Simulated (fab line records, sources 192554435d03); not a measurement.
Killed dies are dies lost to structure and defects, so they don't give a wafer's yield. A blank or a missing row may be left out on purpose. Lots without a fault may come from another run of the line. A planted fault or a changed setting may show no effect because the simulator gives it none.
fab line records | flow n5_finfet
record lots=5 wafers=14 last_day=19
route steps=1938 shown BEOL_M15@1819 PASS1_DEP@1831 MIM_BOT@1832 MIM_TOP@1834 MIM_TOP_LITHO@1839 MIM_TOP_ETCH@1851 MIM_BOT_LITHO@1854 MIM_BOT_ETCH@1868 PASSIVATION@1936
lots that met no fault: from a run of the same line without faults
start_h: hours from the record's first day to the start of the lot's first wafer shown | wait_h: hours since the lot's step before | " the same as in the row above | L1.1+2: a row that stands for several wafers | - no value, or no start given | * or withheld: withheld | < > ~ a bound
route shown NAME@n: a module of which the file shows steps, and the number in the route of the first | usual: mean/standard deviation of fault-free wafers | same: alike in all rows | chamber/n: place in a boat | sites: the reading at each site | _std_site: their standard deviation | _edge_site: outer sites' mean less inner sites' | radius_mm: how far each site lies from the wafer's centre | mask NAME#n: copy n | behind: the tool/chamber that last shaped the wafer | hold: why the lot was held/for how many hours/how that ended | device: the transistor (n, p or np) that didn't switch | end of line: the same wafers' tests at the end of the route | a step without rows: its recipe alone | killed: dies lost to structure and defects at the first sort, not the wafer's yield | map: a wafer's dies, x killed, . not, _ none there
set.NAME: the setting as run; set.NAME@STEP: as run at that earlier step | model.NAME: the simulator's own value behind a step, which no gauge read
lots at some steps of the route; a table a step, a row a wafer
services: from which hour (start_h, from the record's first day; less than 0 if before it) a tool's chamber was out of use, for how many hours, and why
## steps
# step N5_BEOL_M15_SPUTTER_43
# recipe material=TaN target_thk_a=150 temp_c=50 bias_v=168.6 power_w=15000 chamber_pressure_pa=0.12 time_s=24.19
# step N5_BEOL_M15_SPUTTER_44
# recipe material=Ta target_thk_a=150 temp_c=50 bias_v=80 power_w=15000 chamber_pressure_pa=0.07 time_s=24.19
# usual bias_v=80.0/0.84 throttle_valve_pct=30.3/0.69
# same time_s=24.19
# columns lot.wafer tool chamber start_h wait_h bias_v throttle_valve_pct
L422.2 pvd_sputter-03 - 305.28 0.0 80.3 29.6
L422.4 " - " " 80.2 30.4
L422.5 " - " " 80.2 29.4
L426.1 pvd_sputter-01 - 311.39 0.0 80.6 30.1
L426.4 " - " " 81.0 29.0
L426.6 " - " " 80.2 29.2
L433.2 pvd_sputter-01 - 360.12 0.0 80.3 30.7
L433.4 " - " " 80.0 29.9
L433.6 " - " " 80.4 31.2
L439.1 pvd_sputter-01 - 412.54 0.0 80.2 30.6
L439.4 " - " " 79.7 31.2
L442.1 pvd_sputter-01 - 430.78 0.0 79.0 30.1
L442.2 " - " " 80.0 29.3
L442.6 " - " " 80.5 30.7
# step N5_BEOL_M15_SPUTTER_45
# recipe material=Cu target_thk_a=1000 temp_c=-20 bias_v=60 power_w=26000 chamber_pressure_pa=0.13 time_s=16.67
# usual bias_v=59.9/0.57 throttle_valve_pct=30.2/0.69
# same time_s=16.67
# columns lot.wafer tool chamber start_h wait_h bias_v throttle_valve_pct
L422.2 pvd_sputter-03 - 305.36 0.0 60.0 29.7
L422.4 " - " " 59.1 30.7
L422.5 " - " " 59.9 29.3
L426.1 pvd_sputter-01 - 311.48 0.0 59.7 29.8
L426.4 " - " " 59.6 29.4
L426.6 " - " " 60.0 29.1
L433.2 pvd_sputter-01 - 360.20 0.0 59.7 30.7
L433.4 " - " " 60.1 30.0
L433.6 " - " " 60.4 31.3
L439.1 pvd_sputter-01 - 412.62 0.0 60.1 30.9
L439.4 " - " " 59.3 31.0
L442.1 pvd_sputter-01 - 430.86 0.0 59.8 30.1
L442.2 " - " " 59.6 29.2
L442.6 " - " " 59.9 31.2
# step N5_BEOL_M15_ECD_47
# recipe material=Cu target_thk_a=18600
# step N5_BEOL_M15_ANNEAL_48
# recipe temp_c=225 time_s=90 ambient=N2
# usual wafer_temp_C_max=226.2/0.52
# same time_s=90
# columns lot.wafer tool chamber start_h wait_h wafer_temp_C_max
L422.2 rtp_anneal-01 0 305.78 0.2 226.1
L422.4 " 0 " " 225.8
L422.5 " 0 " " 226.2
L426.1 rtp_anneal-01 0 311.91 0.2 225.5
L426.4 " 0 " " 226.0
L426.6 " 0 " " 225.8
L433.2 rtp_anneal-01 0 361.00 0.6 226.0
L433.4 " 0 " " 226.1
L433.6 " 0 " " 225.7
L439.1 rtp_anneal-02 0 413.27 0.5 226.5
L439.4 " 0 " " 226.9
L442.1 rtp_anneal-01 0 431.22 0.2 226.1
L442.2 " 0 " " 226.2
L442.6 " 0 " " 226.1
# step N5_BEOL_M15_CMP_49
# recipe stop_on=SiO2 t_overpolish_s=4.9 down_force_psi=2 platen_rpm=80 clearing_platen_down_force_psi=2 clearing_platen_rpm=80 post_cmp_clean=cu_alkaline target_thk_nm=850 clearing_platen_pad_velocity_m_s=1.5917 pad_velocity_m_s=1.5917
# usual barrier_field_endpoint_s=11.3/0.36 motor_current_A=8.1/0.65 overpolish_run_s=4.899/0.0088 pad_life_wafers=1004/550
# columns lot.wafer tool chamber start_h wait_h barrier_field_endpoint_s motor_current_A overpolish_run_s pad_life_wafers
L422.4 cmp-03 1 306.10 0.2 11.5 9.1 4.892 104
L422.2 " 2 " " 11.2 8.7 4.899 105
L422.5 " 3 " " 11.7 7.3 4.885 -
L426.1 cmp-04 0 312.24 0.3 11.9 8.2 4.900 583
L426.4 " 1 " " 12.3 9.1 4.912 584
L426.6 " 3 " " 11.4 7.5 4.890 -
L433.4 cmp-01 3 361.51 0.2 10.9 7.7 4.900 1777
L433.2 " 1 " " 11.2 7.3 4.913 1779
L433.6 " 2 " " 11.0 8.8 4.885 -
L439.4 cmp-01 3 413.59 0.1 11.0 7.5 4.915 30
L439.1 " 0 " " 11.2 9.4 4.884 31
L442.1 cmp-03 0 431.55 0.3 10.8 7.7 4.888 1057
L442.2 " 1 " " 11.4 9.0 4.903 1058
L442.6 " 0 " " 11.1 7.8 4.889 -
# step N5_BEOL_M15_THK_MEAS_50
# recipe thk_meas_gauge=xrf reads=Cu_of_BEOL_M15_ECD_47
# usual M15_THK=864/21
# columns lot.wafer tool chamber start_h wait_h M15_THK[nm]
L422.2 film_metro-02 - 306.32 - 882
L422.4 " - " " 864
L422.5 " - " " 864
L426.1 film_metro-02 - 312.50 - 846
L426.4 " - " " 889
L426.6 " - " " 827
L433.2 film_metro-02 - 361.77 - 873
L433.4 " - " " 878
L433.6 " - " " 865
L439.1 film_metro-01 - 413.88 - 872
L439.4 " - " " 860
L442.1 film_metro-02 - 431.81 - 860
L442.2 " - " " 873
L442.6 " - " " 857
# step N5_BEOL_M15_PRE_CLEAN_52
# recipe gas=NH3 time_s=15 temp_c=withheld rf_power_w=300
# step N5_BEOL_M15_DEP_53
# recipe material=SiCN target_thk_a=500 temp_c=withheld precursor=3MS/NH3 pressure_torr=3 rf_w=675 time_s=17.8
# step N5_BEOL_M15_RS_MEAS_54
# recipe thk_meas_gauge=four-point-probe reads=Cu_of_BEOL_M15_ECD_47+Ta_of_BEOL_M15_SPUTTER_44+TaN_of_BEOL_M15_SPUTTER_43
# usual M15_RS=0.0214/0.00051
# columns lot.wafer tool chamber start_h wait_h M15_RS[ohm/sq]
L422.2 film_metro-01 - 306.46 0.1 0.0212
L422.4 " - " " 0.0216
L422.5 " - " " 0.0216
L426.1 film_metro-01 - 312.63 0.0 0.0218
L426.4 " - " " 0.0207
L426.6 " - " " 0.0223
L433.2 film_metro-02 - 361.90 0.1 0.0212
L433.4 " - " " 0.0212
L433.6 " - " " 0.0214
L439.1 film_metro-02 - 414.01 0.0 0.0213
L439.4 " - " " 0.0216
L442.1 film_metro-02 - 431.94 0.0 0.0217
L442.2 " - " " 0.0214
L442.6 " - " " 0.0218
# step N5_BEOL_M15_INSPECT_55
# recipe inspect_instrument=darkfield mode=post_dep
# usual raw_defect_count=72/24
# columns lot.wafer tool chamber start_h wait_h raw_defect_count
L422.2 defect_inspect-02 - 306.49 0.0 103
L422.4 " - " " 78
L422.5 " - " " 57
L426.1 defect_inspect-01 - 312.66 0.0 67
L426.4 " - " " 89
L426.6 " - " " 63
L433.2 defect_inspect-01 - 361.93 0.0 68
L433.4 " - " " 69
L433.6 " - " " 98
L439.1 defect_inspect-01 - 414.03 0.0 50
L439.4 " - " " 52
L442.1 defect_inspect-02 - 431.96 0.0 36
L442.2 " - " " 64
L442.6 " - " " 91
# step N5_BEOL_M15_RC_MEAS_101
# usual COMB_M10=1.5e-11/3.1e-12 COMB_M11=1.5e-11/3.1e-12 COMB_M12=6.1e-12/1.4e-12 COMB_M12_max_site=9.1e-12/2.4e-12 COMB_M13=4.5e-12/9.9e-13 COMB_M14=3.5e-12/8.8e-13 COMB_M15=2.1e-12/7.1e-13 COMB_M5=3.6e-11/7.6e-12 COMB_M6=2.4e-11/5.1e-12 COMB_M7=2.6e-11/5.7e-12 COMB_M8=2.5e-11/5e-12 COMB_M9=1.42e-11/2.7e-12 COMB_M9_max_site=2e-11/4.3e-12 SERP_M10=3.10/0.1 SERP_M11=3.07/0.1 SERP_M12=0.639/0.017 SERP_M13=0.305/0.0052 SERP_M14=0.162/0.0062 SERP_M5=37.5/2.1 SERP_M6=14.4/0.77 SERP_M7=13.7/0.64 SERP_M7_max_site=14.4/0.73 SERP_M8=14.2/0.66 SERP_M9=3.08/0.11
# columns lot.wafer tool chamber start_h wait_h COMB_M10[S/m] COMB_M11[S/m] COMB_M12[S/m] COMB_M12_max_site[S/m] COMB_M13[S/m] COMB_M14[S/m] COMB_M15[S/m] COMB_M5[S/m] COMB_M6[S/m] COMB_M7[S/m] COMB_M8[S/m] COMB_M9[S/m] COMB_M9_max_site[S/m] SERP_M10[ohm/um] SERP_M11[ohm/um] SERP_M12[ohm/um] SERP_M13[ohm/um] SERP_M14[ohm/um] SERP_M5[ohm/um] SERP_M6[ohm/um] SERP_M7[ohm/um] SERP_M7_max_site[ohm/um] SERP_M8[ohm/um] SERP_M9[ohm/um]
L422.2 prober-01 0 306.67 0.2 1.3e-11 1.2e-11 6.1e-12 8.5e-12 6.6e-12 5.4e-12 3.2e-12 3.4e-11 2.7e-11 2.6e-11 2.8e-11 1.34e-11 2.3e-11 2.95 3.02 0.626 0.305 0.167 36.0 13.9 14.0 14.8 14.0 2.99
L422.4 " 0 " " 1.6e-11 1.6e-11 5.6e-12 7.4e-12 4.1e-12 3.1e-12 3.2e-12 3.4e-11 2.5e-11 2.9e-11 2.4e-11 1.58e-11 2.4e-11 3.25 3.08 0.633 0.302 0.156 38.1 14.3 14.1 14.3 14.3 3.00
L422.5 " 0 " " 1.3e-11 1.2e-11 7.7e-12 1.03e-11 6.5e-12 3.7e-12 3.2e-12 3.3e-11 1.9e-11 3.5e-11 2e-11 1.56e-11 3e-11 3.20 3.20 0.636 0.310 0.164 39.0 15.1 14.4 15.3 14.8 3.20
L426.1 prober-01 0 312.68 0.0 1.6e-11 1.6e-11 6.7e-12 1.16e-11 4.5e-12 4.6e-12 2.8e-12 3.6e-11 2.4e-11 2.6e-11 2.5e-11 1.32e-11 1.6e-11 3.19 3.11 0.657 0.307 0.159 37.3 14.5 13.8 13.9 14.1 3.15
L426.4 " 0 " " 1.8e-11 1.4e-11 7.2e-12 9.1e-12 5e-12 3.8e-12 1.8e-12 3.1e-11 3.4e-11 2.9e-11 3.3e-11 1.52e-11 2.3e-11 3.02 3.00 0.654 0.308 0.168 38.3 13.7 13.8 14.3 13.6 3.12
L426.6 " 0 " " 1.9e-11 1.2e-11 9.1e-12 1.4e-11 4.6e-12 4.8e-12 3e-12 3.7e-11 2.8e-11 3e-11 2.2e-11 1.74e-11 2.9e-11 3.24 3.26 0.632 0.303 0.159 35.3 14.7 14.1 15.0 14.3 3.12
L433.2 prober-01 0 362.11 0.2 1.1e-11 1.3e-11 5.9e-12 9.2e-12 4.6e-12 3.7e-12 3.3e-12 3e-11 2.6e-11 3.1e-11 2.5e-11 1.53e-11 2.3e-11 3.03 2.93 0.629 0.304 0.166 35.5 14.6 12.0 12.7 14.0 2.97
L433.4 " 0 " " 2e-11 1.4e-11 5.2e-12 7.9e-12 3.8e-12 5.3e-12 3.2e-12 4e-11 2e-11 3e-11 3.4e-11 1.78e-11 2.2e-11 3.00 3.15 0.655 0.300 0.168 36.5 14.5 11.8 12.8 13.6 3.07
L433.6 " 0 " " 1.7e-11 1e-11 5.7e-12 7.5e-12 5.8e-12 3.4e-12 3.4e-12 4e-11 2.5e-11 2.9e-11 3.6e-11 1.22e-11 2.1e-11 3.12 3.16 0.633 0.307 0.158 41.7 15.9 11.9 12.6 12.6 3.13
L439.1 prober-01 0 414.06 0.0 1.2e-11 1.6e-11 5.8e-12 1.01e-11 3.8e-12 5.1e-12 2.5e-12 3.8e-11 2e-11 2.3e-11 3.1e-11 1.67e-11 2.5e-11 3.16 3.34 0.628 0.300 0.170 37.1 14.3 13.5 13.9 14.4 3.01
L439.4 " 0 " " 1.2e-11 1.9e-11 9e-12 1.11e-11 5.1e-12 6e-12 3.2e-12 3e-11 2.9e-11 2.6e-11 3.1e-11 1.44e-11 2.1e-11 3.02 3.14 0.631 0.310 0.171 39.7 14.2 13.7 15.1 14.0 3.01
L442.1 prober-02 0 431.99 0.0 1.3e-11 2e-11 5.3e-12 9.2e-12 5e-12 3.4e-12 1.6e-12 3.2e-11 2.4e-11 3.1e-11 3.1e-11 1.42e-11 2.2e-11 3.02 2.95 0.641 0.307 0.160 36.0 15.1 14.2 14.9 15.6 2.88
L442.2 " 0 " " 1.5e-11 1.6e-11 6.7e-12 9.1e-12 4.7e-12 2.7e-12 1.3e-12 3.1e-11 2e-11 2.5e-11 3.6e-11 1.6e-11 2.3e-11 2.96 2.97 0.599 0.297 0.157 35.8 14.6 14.6 16.2 13.8 3.16
L442.6 " 0 " " 1.4e-11 1.8e-11 4.5e-12 6.4e-12 6.2e-12 3.5e-12 1.9e-12 2.4e-11 2.7e-11 2e-11 3.4e-11 1.06e-11 2.1e-11 3.06 3.00 0.642 0.297 0.157 37.0 15.1 13.7 15.0 15.1 3.21
# step N5_PASSIVATION_PECVD_00
# recipe material=SiO2 target_thk_a=2000 temp_c=400 precursor=SiH4/N2O pressure_torr=2.7 rf_w=608 time_s=11.2
# usual chamber_pressure_Torr=2.700/0.006 heater_power_w=698/120 showerhead_plenum_p_Torr=8.15/0.13 throttle_valve_pct=51.2/2.4
# columns lot.wafer tool chamber start_h wait_h chamber_pressure_Torr heater_power_w showerhead_plenum_p_Torr throttle_valve_pct model.SiO2_of_PASSIVATION_PECVD_00.thk_nm
L422.2 pecvd-02 1 307.47 0.7 2.698 853 8.27 51.3 196.6
L422.4 " 2 " " 2.696 715 8.40 51.3 201.8
L422.5 " 0 " " 2.698 633 8.24 49.7 198
L426.1 pecvd-03 1 313.64 0.8 2.700 777 8.11 49.1 201.4
L426.4 " 2 " " 2.696 915 8.29 49.4 199.2
L426.6 " 1 " " 2.702 795 8.13 49.0 205.6
L433.2 pecvd-03 0 362.92 0.7 2.694 562 8.12 49.9 197.6
L433.4 " 0 " " 2.696 566 8.11 49.7 178.6
L433.6 " 1 " " 2.697 798 8.14 49.1 186
L439.1 pecvd-01 2 415.03 0.8 2.694 793 7.90 50.9 199.6
L439.4 " 0 " " 2.704 661 8.09 52.2 202.6
L442.1 pecvd-01 1 432.95 0.8 2.701 540 8.21 56.8 196
L442.2 " 0 " " 2.701 686 8.11 52.3 197.2
L442.6 " 1 " " 2.693 534 8.20 56.6 195.4
# step N5_MIM_BOT_DEGAS_01
# recipe ambient=vacuum temp_c=300 time_s=60
# step N5_MIM_BOT_SPUTTER_00
# recipe material=TiN target_thk_a=350 temp_c=200 power_w=3000 chamber_pressure_pa=0.49996 gas=Ar reactive_partial_pa=0.37997 time_s=89.7
# step N5_MIM_TOP_ALD_00
# recipe material=Al2O3 target_thk_a=* temp_c=withheld ald_precursor_family=TMA ald_co_reactant=O3 pulse_time_s=withheld purge_time_s=3 co_reactant_purge_time_s=withheld co_reactant_pulse_time_s=3 ald_cycles=withheld
# step N5_MIM_TOP_ALD_01
# recipe material=HfO2 target_thk_a=56 temp_c=withheld ald_precursor_family=Hf-amide ald_co_reactant=O3 pulse_time_s=1 purge_time_s=3 co_reactant_purge_time_s=2 co_reactant_pulse_time_s=3 ald_cycles=62
# usual precursor_pulse_height_rel=1.000/0.019
# columns lot.wafer tool chamber start_h wait_h precursor_pulse_height_rel
L422.2 ald_hk-02 3 - - 1.010
L422.4 " 1 " " 0.995
L422.5 " 3 " " 1.009
L426.1 ald_hk-02 0 - - 1.026
L426.4 " 1 " " 1.003
L426.6 " 2 " " 0.988
L433.2 ald_hk-01 3 - - 1.007
L433.4 " 2 " " 1.026
L433.6 " 3 " " 1.001
L439.1 ald_hk-02 0 - - 0.960
L439.4 " 1 " " 0.993
L442.1 ald_hk-03 2 - - 0.985
L442.2 " 0 " " 0.992
L442.6 " 2 " " 1.002
# step N5_MIM_TOP_ALD_02
# recipe material=Al2O3 target_thk_a=* temp_c=withheld ald_precursor_family=TMA ald_co_reactant=O3 pulse_time_s=withheld purge_time_s=3 co_reactant_purge_time_s=withheld co_reactant_pulse_time_s=3 ald_cycles=withheld
# step N5_MIM_TOP_DEGAS_04
# recipe ambient=vacuum temp_c=300 time_s=60
# step N5_MIM_TOP_SPUTTER_03
# recipe material=TiN target_thk_a=350 temp_c=200 power_w=3000 chamber_pressure_pa=0.49996 gas=Ar reactive_partial_pa=0.37997 time_s=89.7
# step N5_MIM_TOP_LITHO_HMDS_01
# recipe time_s=60 temp_c=120
# step N5_MIM_TOP_LITHO_COAT_02
# recipe spin_rpm=* resist_thk_nm=*
# step N5_MIM_TOP_LITHO_EBR_04
# recipe solvent=PGMEA ebr_width_mm=1.5
# step N5_MIM_TOP_LITHO_SOFTBAKE_03
# recipe temp_c=100 time_s=90
# step N5_MIM_TOP_LITHO_EXPOSE_05
# recipe mask_id=MIM_TOP na=0.55 source_shape=conventional sigma_outer=0.8 polarization=unpolarized target_cd_nm=2000 dose_mj=20.5
# step N5_MIM_TOP_LITHO_PEB_06
# recipe peb_temp_c=withheld peb_time_s=*
# step N5_MIM_TOP_LITHO_DEVELOP_07
# recipe develop_time_s=60 rinse_liquid=diw dry=air_spin dev_temp_c=21
# step N5_MIM_TOP_LITHO_HARDBAKE_09
# recipe temp_c=130 time_s=120
# step N5_MIM_TOP_LITHO_CD_MEAS_08
# recipe target_cd_nm=2000 landing_energy_ev=500 detector=se_inlens
# usual cd_nm=2000.2/2.2
# columns lot.wafer tool chamber start_h wait_h cd_nm
L422.2 cd_sem-01 0 312.34 - 1998.9
L422.4 " 0 " " 1999.3
L422.5 " 0 " " 1997.9
L426.1 cd_sem-02 0 317.64 - 1996.1
L426.4 " 0 " " 2001.3
L426.6 " 0 " " 1998.8
L433.2 cd_sem-02 0 364.45 - 1999.6
L433.4 " 0 " " 1996.4
L433.6 " 0 " " 2001.2
L439.1 cd_sem-02 0 417.73 - 1997.0
L439.4 " 0 " " 1995.6
L442.1 cd_sem-02 0 437.65 - 2001.7
L442.2 " 0 " " 2001.2
L442.6 " 0 " " 2002.0
# step N5_MIM_TOP_LITHO_OVL_MEAS_11
# recipe points_per_wafer=44
# usual MIM_TOP_OVL=2/5
# columns lot.wafer tool chamber start_h wait_h MIM_TOP_OVL[nm]
L422.2 overlay-02 0 312.37 0.0 -6
L422.4 " 0 " " -3
L422.5 " 0 " " -4
L426.1 overlay-02 0 317.67 0.0 6
L426.4 " 0 " " 7
L426.6 " 0 " " 10
L433.2 overlay-02 0 364.48 0.0 7
L433.4 " 0 " " 4
L433.6 " 0 " " 3
L439.1 overlay-02 0 417.76 0.0 -1
L439.4 " 0 " " 5
L442.1 overlay-02 0 437.69 0.0 3
L442.2 " 0 " " 4
L442.6 " 0 " " 6
# step N5_MIM_TOP_LITHO_INSPECT_12
# recipe mode=adi inspect_instrument=macro
# usual raw_defect_count=1.9/1.4
# columns lot.wafer tool chamber start_h wait_h raw_defect_count
L422.2 defect_inspect-01 - 312.39 0.0 3
L422.4 " - " " 0
L422.5 " - " " 4
L426.1 defect_inspect-01 - 317.70 0.0 1
L426.4 " - " " 2
L426.6 " - " " 1
L433.2 defect_inspect-01 - 364.51 0.0 3
L433.4 " - " " 1
L433.6 " - " " 1
L439.1 defect_inspect-01 - 417.78 0.0 1
L439.4 " - " " 3
L442.1 defect_inspect-02 - 437.71 0.0 1
L442.2 " - " " 1
L442.6 " - " " 2
# step N5_MIM_TOP_LITHO_DESCUM_10
# recipe chemistry=O2 time_s=7.9 source_power_w=50 bias_power_w=20 pressure_mtorr=20 rf_frequency_hz=2.712e+07 temp_c=40 o2_flow_sccm=225
# step N5_MIM_TOP_ETCH_ETCH_00
# recipe chemistry=Cl2/BCl3 target=TiN target_depth_a=385 ion_energy_ev=150 pressure_mtorr=10 icp_w=1000 bias_w=126 Cl2_flow_sccm=53.25 bcl3_flow_sccm=21.75 Ar_flow_sccm=25
# step N5_MIM_TOP_ETCH_STRIP_01
# recipe chemistry=O2 power_w=600 temp_c=60 pressure_mtorr=30 rf_frequency_hz=6e+07 bias_power_w=0 overash_fraction=0.5 o2_flow_sccm=225
# step N5_MIM_TOP_ETCH_PECVD_03
# recipe material=SiNx target_thk_a=200 temp_c=400 precursor=SiH4/NH3/N2 pressure_torr=1.5 rf_w=300 time_s=17.6
# step N5_MIM_BOT_LITHO_HMDS_01
# recipe time_s=60 temp_c=120
# step N5_MIM_BOT_LITHO_COAT_02
# recipe spin_rpm=* resist_thk_nm=*
# step N5_MIM_BOT_LITHO_EBR_04
# recipe solvent=PGMEA ebr_width_mm=1.5
# step N5_MIM_BOT_LITHO_SOFTBAKE_03
# recipe temp_c=100 time_s=90
# step N5_MIM_BOT_LITHO_EXPOSE_05
# recipe mask_id=MIM_BOT na=0.55 source_shape=conventional sigma_outer=0.8 polarization=unpolarized dose_mj=24.25
# step N5_MIM_BOT_LITHO_PEB_06
# recipe peb_temp_c=withheld peb_time_s=*
# step N5_MIM_BOT_LITHO_DEVELOP_07
# recipe develop_time_s=60 rinse_liquid=diw dry=air_spin dev_temp_c=21
# step N5_MIM_BOT_ETCH_ETCH_00
# recipe chemistry=Cl2/BCl3 target=TiN target_depth_a=455 ion_energy_ev=150 pressure_mtorr=10 icp_w=1000 bias_w=126 Cl2_flow_sccm=53.25 bcl3_flow_sccm=21.75 Ar_flow_sccm=25
# usual drypump_motor_current_A=5.7/0.38 oes_product_au=0.81/0.078 throttle_valve_pct=22.1/0.33
# columns lot.wafer tool chamber start_h wait_h drypump_motor_current_A oes_product_au rf_hours_counter_h throttle_valve_pct model.SiO2_of_PASSIVATION_PECVD_00.thk_nm
L422.2 rie_metal-02 0 313.45 0.1 5.8 0.65 116 22.1 194
L422.4 " 1 " " 5.6 0.78 - 22.5 199.4
L422.5 " 1 " " 5.6 0.79 - 22.5 195.6
L426.1 rie_metal-02 1 319.59 0.1 5.6 0.78 36 22.4 199
L426.4 " 1 " " 5.6 0.78 - 22.4 196.8
L426.6 " 1 " " 5.6 0.78 - 22.4 203.2
L433.2 rie_metal-03 1 365.85 0.1 6.2 0.78 39 21.9 195
L433.4 " 1 " " 6.2 0.78 - 21.9 176
L433.6 " 0 " " 5.4 0.77 - 21.7 183.4
L439.1 rie_metal-02 0 418.84 0.1 5.8 0.93 7 22.2 197
L439.4 " 1 " " 5.6 0.76 - 22.4 200
L442.1 rie_metal-03 1 439.10 0.1 6.2 0.76 47 21.9 193.4
L442.2 " 0 " " 5.3 0.75 49 21.7 194.6
L442.6 " 0 " " 5.3 0.76 - 21.7 192.8
# step N5_PASSIVATION_PROBE_49
# usual defect_limited_yield=91.3/1.4 killed_at_M0_to_M3=36/10 killed_at_M4_up=13/5.4 killed_at_contacts=12/5.3 killed_at_front_end=39/10 killed_at_other=3.2/2.7 killed_dies=103/16 killed_open=68/13 killed_short=33/6.6 sort_bin_5_function=5.1/0.92 sort_bin_6_memory=3.3/0.68 sort_bin_8_speed=0.1/0.41 sort_n_pass=1077/17 sort_yield_pct=91.2/1.4
# same gross_dies=1180 killed_at_back_side=0 sort_bin_4_leakage[%]=0
# columns lot.wafer tool chamber start_h wait_h defect_limited_yield[%] killed_at_M0_to_M3 killed_at_M4_up killed_at_contacts killed_at_front_end killed_at_other killed_dies killed_open killed_short sort_bin_5_function[%] sort_bin_6_memory[%] sort_bin_8_speed[%] sort_n_pass sort_yield_pct[%]
L439.1 prober-01 - 429.92 0.0 91.8 33 16 9 34 5 97 63 32 4.6 3.3 0 1083 91.8
# killed by level:class
L439.1 BEOL_M2:geometric_particle:open=10 BEOL_M4:geometric_particle:open=10 MOL_CONTACT_COAG:geometric_particle:open=8 BEOL_M0_SAQP:geometric_particle:short=8 FIN_SAQP:geometric_particle:open=7 FIN_SAQP:geometric_particle:short=6 STI_FIN_REVEAL:geometric_particle:open=6 STARTING-WAFER:geometric_particle:short=6
## services
# columns tool chamber start_h hours kind
cmp-01 - 289.56 1.3 repair
cmp-03 - 289.77 4.0 pm
pecvd-02 - 298.47 2.8 pm
cmp-03 - 300.11 0.2 repair
rie_metal-02 - 331.82 0.9 repair
pecvd-03 0 333.35 5.9 repair
cmp-03 - 336.12 6.8 pm
ald_hk-03 - 349.06 0.5 repair
pecvd-01 - 353.41 6.0 pm
pecvd-03 - 357.19 1.2 repair
cmp-04 - 363.58 5.0 pm
pvd_sputter-01 - 367.25 3.0 repair
cmp-01 - 376.79 3.4 pm
cmp-01 - 384.29 1.3 repair
pvd_sputter-03 - 385.93 7.3 repair
rie_metal-03 0 387.08 9.1 repair
cmp-04 - 397.26 1.0 repair
cmp-03 - 398.79 5.1 pm
cmp-01 - 405.67 4.0 pm
ald_hk-03 - 406.02 3.1 repair
cmp-01 - 416.35 2.9 repair
cmp-03 - 427.64 1.0 repair
ald_hk-01 - 433.63 8.7 pm
rie_metal-02 - 433.89 0.8 repair
## key
first_sign none at tools or gauges
model_effect step=N5_PASSIVATION_PECVD_00 value=SiO2_of_PASSIVATION_PECVD_00.thk_nm without=203.7 struck=182.3
model_effect step=N5_MIM_BOT_ETCH_ETCH_00 value=SiO2_of_PASSIVATION_PECVD_00.thk_nm without=201.1 struck=179.7
met_at N5_PASSIVATION_PECVD_00
struck_wafers L433.4,L433.6
onset_between 313.64 362.92
fault kind=process_parameter_drift tool=pecvd-03 chamber=- onset_h=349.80 steps=N5_PASSIVATION_PECVD_00 channel=time_s offset=* shape=step end_h=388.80 scope=struck_wafers_only acts_in=* stated=*
